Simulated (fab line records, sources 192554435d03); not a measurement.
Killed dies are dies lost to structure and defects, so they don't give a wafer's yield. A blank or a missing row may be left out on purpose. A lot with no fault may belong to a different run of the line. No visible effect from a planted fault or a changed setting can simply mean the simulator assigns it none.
Problem report in the 8D (eight disciplines) form, filled by code :: flow n5_finfet :: the parts of the form that need people (team, actions taken, sign-off) are left out

## 1. THE PROBLEM
exposure_dose_mJ_cm2 at N5_PMOS_HMC_CHANNEL_EPI_EXPOSE_06 reads a mean of 39.40 on 6 wafers of 2 lots; wafers without a fault read 40.97 with a standard deviation of 0.038. That is -41 standard deviations from the usual mean.
The step: exposes mask PMOS HMC BLK, target cd 240 nm.
First observed at day 5 04:43: wafer L655.2, on arfi_scanner-02. At this step, 12 wafers from 4 lots have a number in the record. The rule behind "out" and "out of limits": a value lying over 4 standard deviations away from the usual mean. The other wafers with a number count as sound.

## 2. WHAT IT IS, WHAT IT ISN'T
question: which readings at this step
is: exposure_dose_mJ_cm2
is not: -

question: which lots
is: L655, L657
is not: L642, L661

question: which wafers of those lots
is: all that have a number
is not: -

question: read on which tools
is: arfi_scanner-02
is not: arfi_scanner-01

question: when
is: from day 5 04:43
is not: up to then (3 sound wafers); but 3 sound wafers of L661 came after

## 3. WHAT RULES OUT EACH SUSPECT
Counting: any tool at a process step up to the reading is kept as a suspect provided that every lot that is out went through it and no sound lot did after the first of them.
- arfi_scanner-02 at N5_PMOS_HMC_CHANNEL_EPI_EXPOSE_06 (exposes mask PMOS HMC BLK, target cd 240 nm): kept. It processed each lot that is out, first L655 at day 5 04:43, and no sound lot thereafter; up to then, the last sound lot it processed was L642 at day 2 00:28. Its own readings are out on those wafers: exposure_dose_mJ_cm2.
Remaining after the count: arfi_scanner-02 at N5_PMOS_HMC_CHANNEL_EPI_EXPOSE_06.

## 4. THE CAUSE (what the simulator had put in)
Process parameter drift: arfi_scanner-02, from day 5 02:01 on, at N5_PMOS_HMC_CHANNEL_EPI_EXPOSE_06. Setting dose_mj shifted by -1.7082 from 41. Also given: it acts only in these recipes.
Only this tool survived the counting.

## 5. THE CHAIN OF EFFECTS, in route order
Rows list readings where the struck wafers' mean (over those with a number) sits beyond 3 standard deviations from the usual. Only readings whose record carries a usual standard deviation are examined. hours: median over the lots of the time between each lot's start at the first step of this table that gives one and its start at this step. sigmas: the change, counted in usual standard deviations.
hours: 0
step: N5_PMOS_HMC_CHANNEL_EPI_EXPOSE_06
reading: exposure_dose_mJ_cm2
usual: 40.97
on struck wafers: 39.40
change: -1.57
sigmas: -41
Its process steps:
- N5_PMOS_HMC_CHANNEL_EPI_EXPOSE_06: exposes mask PMOS HMC BLK, target cd 240 nm.
At these later measuring or inspecting steps, every struck wafer for which the step has a row has a number for every such reading, and none has moved that far: N5_BEOL_M4_RC_MEAS_101.

## 6. WHAT WOULD HAVE CAUGHT IT SOONER
The fault began at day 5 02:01; the first out-of-limits reading in this record came at day 5 04:43, 3 hours later.
